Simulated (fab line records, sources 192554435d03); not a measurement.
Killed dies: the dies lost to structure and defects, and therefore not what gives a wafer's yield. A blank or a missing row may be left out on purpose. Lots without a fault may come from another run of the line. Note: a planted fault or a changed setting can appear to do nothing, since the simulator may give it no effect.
fab line records | flow n5_finfet
[record] lots = 9 wafers = 26 last_day = 17
route steps=1938 shown BEOL_M1@800 BEOL_M4@1111
lots with no fault: from the same line, run without faults
start_h: hours from the record's opening day to when the first of the lot's shown wafers began | wait_h: hours elapsed since this lot's preceding step | " repeats the value in the row above | L1.1+2: one row covering several wafers at once | - either no value or no given start | * or withheld: withheld | < > ~ a bound
route shown NAME@n: NAME is a module with steps in the file, n the number in the route of the first one | usual: mean/standard deviation taken from wafers without a fault | same: alike in all rows | chamber/n: place in a boat | sites: readings site by site | _std_site: the values' standard deviation | _edge_site: mean of outer sites minus mean of inner sites | radius_mm: for every site, how far away it sits from the centre of the wafer | mask NAME#n: copy n | behind: tool/chamber where the wafer was last shaped | hold: why the lot was held/for how many hours/how that ended | device: the transistor (n, p or np) that didn't switch | end of line: tests run on the same wafers once the route is complete | step lacking rows: just its recipe | killed: count of dies lost to structure and defects at first sort (not the wafer's yield) | map: dies across one wafer; x = killed, . = not, _ = none there
set.NAME: the setting that was run; set.NAME@STEP: the one run at that earlier step | model.NAME: the simulator's own value behind a step, which no gauge read
the route's steps for a sample of lots (tables are steps, rows are wafers)
services: the hour from which a tool's chamber was out of use, counted from the record's first day as start_h (under 0 if before that day), plus the number of hours and why
[[steps]]
[step N5_BEOL_M1_TRENCH_ETCH_37]
[recipe] chemistry = C4F6/O2 target_depth_a = 552.07 target = SiOC time_s = 29 ion_energy_ev = 250 pressure_mtorr = 30 source_w = 355 bias_w = 185 Ar_flow_sccm = 300 C4F6_flow_sccm = 10 O2_flow_sccm = 10
[usual] chamber_pressure_mTorr = 30.000/0.027 drypump_motor_current_A = 5.8/0.55 oes_f_703_au = 0.76/0.092 oes_o_777_au = 0.77/0.091 oes_product_au = 0.75/0.083 rf_vpp_V = 657/16 showerhead_plenum_p_Torr = 2.84/0.094 throttle_valve_pct = 20.71/0.23
// columns lot.wafer tool chamber start_h wait_h chamber_pressure_mTorr drypump_motor_current_A oes_f_703_au oes_o_777_au oes_product_au rf_hours_counter_h rf_vpp_V showerhead_plenum_p_Torr throttle_valve_pct
L870.3 rie_diel-04 3 128.27 - 30.052 5.9 0.69 0.71 0.68 217 654 2.70 20.80
L870.4 " 1 " " 29.992 6.3 0.74 0.73 0.73 180 670 2.95 20.51
L870.5 " 3 " " 29.977 5.9 0.69 0.71 0.68 - 655 2.70 20.81
L872.3 rie_diel-04 1 146.82 - 30.024 6.2 0.74 0.73 0.72 185 670 2.94 20.51
L872.4 " 1 " " 30.005 6.2 0.74 0.73 0.73 - 669 2.94 20.53
L872.5 " 3 " " 30.006 5.9 0.69 0.71 0.69 - 653 2.70 20.81
L873.1 rie_diel-04 3 154.89 - 30.005 5.9 0.68 0.70 0.69 226 653 2.69 20.81
L873.2 " 0 " " 30.006 5.3 0.75 0.76 0.75 145 642 2.96 20.87
L873.4 " 3 " " 29.993 5.9 0.70 0.70 0.67 - 654 2.69 20.83
L875.1 rie_diel-02 2 162.94 - 29.987 6.4 0.75 0.78 0.74 179 636 2.73 20.87
L875.2 " 1 " " 30.027 5.1 0.71 0.72 0.71 221 689 2.89 20.43
L875.5 " 2 " " 29.984 6.4 0.76 0.79 0.74 - 637 2.73 20.84
L877.1 rie_diel-02 2 186.49 - 29.996 6.3 0.75 0.78 0.73 186 636 2.73 20.87
L877.4 " 0 " " 30.016 6.4 1.02 1.04 0.96 11 662 2.89 20.34
L877.5 " 0 " " 29.979 6.4 1.03 1.03 0.98 - 663 2.89 20.32
L879.3 rie_diel-04 0 189.54 - 30.045 5.3 0.74 0.74 0.74 154 641 2.96 20.89
L879.4 " 2 " " 29.995 4.9 0.76 0.78 0.73 202 652 2.91 20.62
L879.6 " 1 " " 30.002 6.2 0.72 0.72 0.71 - 669 2.94 20.52
L888.1 rie_diel-02 0 239.95 - 29.994 6.4 0.98 0.99 0.83 26 662 2.88 20.33
L888.6 " 2 " " 29.987 6.4 0.73 0.77 0.72 - 636 2.72 20.89
L889.3 rie_diel-02 1 246.62 - 29.978 5.1 0.68 0.69 0.69 245 687 2.88 20.47
L889.4 " 0 " " 29.988 6.4 0.99 0.98 0.83 28 662 2.88 20.35
L889.6 " 1 " " 29.996 5.1 0.69 0.70 0.69 - 688 2.88 20.48
L890.1 rie_diel-02 0 264.40 - 29.997 6.4 0.97 0.97 0.83 32 662 2.88 20.33
L890.5 " 3 " " 30.043 6.5 0.66 0.64 0.68 - 647 2.83 20.96
L890.6 " 0 " " 30.012 6.4 0.97 0.98 0.92 - 662 2.88 20.38
[step N5_BEOL_M1_STRIP_97]
[recipe] chemistry = N2/H2 time_s = 10 power_w = 450 temp_c = 40 pressure_mtorr = 20 rf_frequency_hz = 6e+07 bias_power_w = 7 n2_flow_sccm = 200 h2_flow_sccm = 200
[usual] chamber_pressure_mTorr = 19.999/0.017 drypump_motor_current_A = 5.8/0.55 oes_product_au = 0.75/0.08 rf_vpp_V = 59.2/0.87 showerhead_plenum_p_Torr = 2.54/0.094 throttle_valve_pct = 23.5/0.37
// columns lot.wafer tool chamber start_h wait_h chamber_pressure_mTorr drypump_motor_current_A oes_product_au rf_hours_counter_h rf_vpp_V showerhead_plenum_p_Torr throttle_valve_pct
L870.3 rie_diel-04 3 - - 20.023 5.9 0.71 217 58.0 2.40 23.4
L870.4 " 1 " " 19.979 6.3 0.73 180 59.4 2.65 23.5
L870.5 " 3 " " 19.958 5.9 0.70 - 59.4 2.40 23.4
L872.3 rie_diel-04 1 - - 20.004 6.2 0.72 185 58.0 2.65 23.5
L872.4 " 1 " " 20.026 6.3 0.72 - 58.9 2.65 23.5
L872.5 " 3 " " 20.008 5.9 0.69 - 58.3 2.40 23.4
L873.1 rie_diel-04 3 - - 20.051 5.9 0.69 226 58.1 2.40 23.4
L873.2 " 0 " " 19.997 5.4 0.75 145 59.9 2.66 23.5
L873.4 " 3 " " 19.985 5.9 0.69 - 57.9 2.40 23.4
L875.1 rie_diel-02 2 - - 19.996 6.3 0.75 179 58.2 2.43 23.7
L875.2 " 1 " " 19.982 5.1 0.69 221 60.4 2.61 23.4
L875.5 " 2 " " 20.033 6.4 0.75 - 59.3 2.43 23.7
L877.1 rie_diel-02 2 - - 19.996 6.3 0.74 186 58.3 2.43 23.7
L877.4 " 0 " " 20.051 6.5 0.97 11 58.9 2.59 22.8
L877.5 " 0 " " 19.982 6.4 0.97 - 59.2 2.59 22.8
L879.3 rie_diel-04 0 - - 20.002 5.3 0.76 154 60.2 2.65 23.5
L879.4 " 2 " " 19.995 4.9 0.72 202 59.3 2.62 23.3
L879.6 " 1 " " 20.000 6.3 0.72 - 59.4 2.64 23.5
L888.1 rie_diel-02 0 - - 19.996 6.4 0.92 26 58.8 2.58 22.8
L888.6 " 2 " " 19.994 6.3 0.72 - 57.5 2.42 23.7
L889.3 rie_diel-02 1 - - 20.004 5.1 0.68 245 58.3 2.60 23.4
L889.4 " 0 " " 19.996 6.4 0.92 28 59.0 2.58 22.8
L889.6 " 1 " " 19.997 5.1 0.67 - 59.7 2.60 23.4
L890.1 rie_diel-02 0 - - 19.969 6.4 0.91 32 60.4 2.58 22.8
L890.5 " 3 " " 19.980 6.5 0.69 - 59.8 2.53 23.7
L890.6 " 0 " " 19.984 6.4 0.92 - 60.5 2.58 22.8
[step N5_BEOL_M1_OCD_MEAS_38]
[usual] trench_depth_nm = 54.6/1.6
// columns lot.wafer tool chamber start_h wait_h trench_depth_nm
L870.3 ocd-02 - 128.43 - 52.9
L870.4 " - " " 53.4
L870.5 " - " " 53.2
L872.3 ocd-02 - 146.98 - 54.0
L872.4 " - " " 54.2
L872.5 " - " " 53.3
L873.1 ocd-02 - 155.05 - 52.1
L873.2 " - " " 53.9
L873.4 " - " " 51.6
L875.1 ocd-02 - 163.09 - 55.7
L875.2 " - " " 54.9
L875.5 " - " " 55.2
L877.1 ocd-02 - 186.64 - 55.4
L877.4 " - " " 57.5
L877.5 " - " " 57.6
L879.3 ocd-02 - 189.70 - 53.8
L879.4 " - " " 54.3
L879.6 " - " " 54.3
L888.1 ocd-02 - 240.10 - 47.7
L888.6 " - " " 56.2
L889.3 ocd-02 - 246.78 - 55.2
L889.4 " - " " 48.2
L889.6 " - " " 55.2
L890.1 ocd-02 - 264.56 - 47.5
L890.5 " - " " 52.9
L890.6 " - " " 57.1
[step N5_BEOL_M1_CD_MEAS_35]
[recipe] target_cd_nm = 18 target_cd_y_nm = 21 polarity = opening
[usual] cd_nm = 17.9/0.4
// columns lot.wafer tool chamber start_h wait_h cd_nm
L870.3 cd_sem-03 - 128.59 0.0 18.1
L870.4 " - " " 17.3
L870.5 " - " " 17.5
L872.3 cd_sem-02 - 147.13 0.0 18.4
L872.4 " - " " 18.1
L872.5 " - " " 17.5
L873.1 cd_sem-01 - 155.30 0.0 17.1
L873.2 " - " " 18.7
L873.4 " - " " 18.1
L875.1 cd_sem-02 - 163.25 0.0 18.0
L875.2 " - " " 17.9
L875.5 " - " " 18.2
L877.1 cd_sem-01 - 186.80 0.0 18.1
L877.4 " - " " 18.1
L877.5 " - " " 17.9
L879.3 cd_sem-01 - 189.85 0.0 17.2
L879.4 " - " " 18.2
L879.6 " - " " 17.9
L888.1 cd_sem-03 - 240.26 0.0 18.7
L888.6 " - " " 18.1
L889.3 cd_sem-03 - 246.94 0.0 18.0
L889.4 " - " " 18.1
L889.6 " - " " 17.9
L890.1 cd_sem-02 - 264.72 0.0 17.3
L890.5 " - " " 18.1
L890.6 " - " " 18.3
[step N5_BEOL_M1_SURFACE_TREAT_85]
[recipe] gas = Ar time_s = * ion_energy_ev = * ion_current_ma_cm2 = 0.5 pressure_mtorr = * ar_flow_sccm = 30
[usual] throttle_valve_pct = *
// columns lot.wafer tool chamber start_h wait_h throttle_valve_pct
L870.3 pvd_sputter-01 - 129.29 0.1 *
L870.4 " - " " *
L870.5 " - " " *
L872.3 pvd_sputter-02 - 147.79 0.2 *
L872.4 " - " " *
L872.5 " - " " *
L873.1 pvd_sputter-01 - 156.05 0.2 *
L873.2 " - " " *
L873.4 " - " " *
L875.1 pvd_sputter-02 - 163.71 0.1 *
L875.2 " - " " *
L875.5 " - " " *
L877.1 pvd_sputter-02 - 187.55 0.2 *
L877.4 " - " " *
L877.5 " - " " *
L879.3 pvd_sputter-03 - 190.45 0.1 *
L879.4 " - " " *
L879.6 " - " " *
L888.1 pvd_sputter-02 - 240.82 0.1 *
L888.6 " - " " *
L889.3 pvd_sputter-03 - 247.47 0.2 *
L889.4 " - " " *
L889.6 " - " " *
L890.1 pvd_sputter-03 - 265.19 0.1 *
L890.5 " - " " *
L890.6 " - " " *
[step N5_BEOL_M4_RC_MEAS_101]
[usual] DIBL_N = 37.0/2.3 DIBL_P = 37.3/2.8 IOFF_N = 0.17/0.046 IOFF_P = 0.23/0.054 ION_N = 675/14 ION_P = 460/9.3 SS_N = 71.7/0.73 SS_P = 73.6/0.95 VT_N = 249/3.9 VT_P = -250/3.9
// columns lot.wafer tool chamber start_h wait_h DIBL_N[mV/V] DIBL_P[mV/V] IOFF_N[nA/um] IOFF_P[nA/um] ION_N[uA/um] ION_P[uA/um] SS_N[mV/dec] SS_P[mV/dec] VT_N[mV] VT_P[mV]
L870.3 prober-02 0 170.31 0.3 37.4 37.6 0.19 0.22 677 457 72.1 73.7 250 -249
L870.4 " 0 " " 36.8 37.4 0.17 0.22 667 453 71.1 75.0 249 -251
L870.5 " 0 " " 39.6 40.9 0.25 0.29 688 457 72.2 76.1 245 -248
L872.3 prober-02 0 190.91 0.3 37.5 37.8 0.18 0.19 682 454 72.0 73.1 248 -252
L872.4 " 0 " " 36.0 36.8 0.16 0.18 676 453 71.0 73.5 249 -254
L872.5 " 0 " " 41.5 43.3 0.27 0.28 694 461 73.1 75.4 244 -246
L873.1 prober-01 0 193.90 0.0 36.7 38.7 0.17 0.26 681 475 70.8 74.1 248 -247
L873.2 " 0 " " 36.7 36.8 0.16 0.21 671 459 71.5 72.5 251 -251
L873.4 " 0 " " 36.5 38.3 0.16 0.25 679 473 71.2 73.6 251 -247
L875.1 prober-02 0 200.18 0.0 35.3 36.6 0.15 0.19 670 458 71.4 73.1 253 -255
L875.2 " 0 " " 38.5 39.5 0.22 0.25 703 474 72.1 73.8 245 -251
L875.5 " 0 " " 39.3 40.8 0.23 0.27 706 471 72.3 74.8 248 -249
L877.1 prober-01 0 221.92 0.0 38.9 41.4 0.20 0.29 679 467 71.3 74.8 248 -246
L877.4 " 0 " " 37.5 38.2 0.16 0.23 682 470 72.1 74.1 249 -250
L877.5 " 0 " " 38.8 40.7 0.21 0.28 691 474 72.2 74.7 248 -246
L879.3 prober-01 0 225.68 0.3 34.9 32.9 0.14 0.19 681 474 71.4 73.1 250 -248
L879.4 " 0 " " 34.1 32.0 0.11 0.18 654 455 71.5 72.2 257 -250
L879.6 " 0 " " 34.6 33.9 0.12 0.20 669 466 71.9 72.5 254 -250
L888.1 prober-02 0 288.93 0.0 36.2 33.2 0.15 0.18 670 456 71.6 72.5 253 -253
L888.6 " 0 " " 35.3 33.1 0.13 0.18 677 466 70.6 73.1 252 -250
L889.3 prober-01 0 302.09 0.3 38.3 39.4 0.20 0.24 673 456 71.8 73.6 247 -251
L889.4 " 0 " " 36.8 38.0 0.17 0.21 671 455 72.3 72.9 250 -252
L889.6 " 0 " " 37.2 38.0 0.18 0.22 666 455 71.8 73.7 248 -250
L890.1 prober-01 0 308.46 0.0 37.8 36.6 0.16 0.20 677 459 71.3 73.3 250 -256
L890.5 " 0 " " 38.4 36.6 0.16 0.21 656 444 71.8 72.9 253 -252
L890.6 " 0 " " 40.4 38.7 0.22 0.24 668 451 72.2 73.2 247 -253
[[services]]
// columns tool chamber start_h hours kind
rie_diel-04 2 105.53 3.5 repair
rie_diel-02 0 133.14 - clean
rie_diel-02 0 133.14 - consumable_replace:focus_ring
rie_diel-02 0 133.14 16.0 scheduled_down
rie_diel-02 0 133.14 16.0 vent_cycle
rie_diel-04 2 140.05 19.5 repair
pvd_sputter-03 - 155.67 1.6 repair
pvd_sputter-01 - 176.49 2.6 repair
rie_diel-04 3 180.80 1.6 repair
rie_diel-02 1 222.31 5.3 repair
pvd_sputter-01 - 234.69 2.1 repair
rie_diel-04 3 237.79 - clean
rie_diel-04 3 237.79 - consumable_replace:focus_ring
rie_diel-04 3 237.79 - consumable_replace:showerhead
rie_diel-04 3 237.79 23.2 scheduled_down
rie_diel-04 3 237.79 23.2 vent_cycle
pvd_sputter-01 - 256.70 7.0 repair
[[key]]
[first_sign] step = N5_BEOL_M1_OCD_MEAS_38 reading = trench_depth_nm direction = down sigmas = 4.3 usual = 54.6 struck = 47.8
effect none on later readings
met_at N5_BEOL_M1_TRENCH_ETCH_37
struck_lots L888,L889,L890
struck_wafers L888.1,L889.4,L890.1
not_acting_at N5_BEOL_M1_STRIP_97,N5_BEOL_M1_CD_MEAS_35,N5_BEOL_M1_SURFACE_TREAT_85
onset_between 186.49 239.95
[fault] kind = process_parameter_drift tool = rie_diel-02 chamber = - onset_h = 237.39 steps = N5_BEOL_M1_TRENCH_ETCH_37 channel = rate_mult offset = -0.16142 shape = step end_h = 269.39 scope = struck_wafers_only
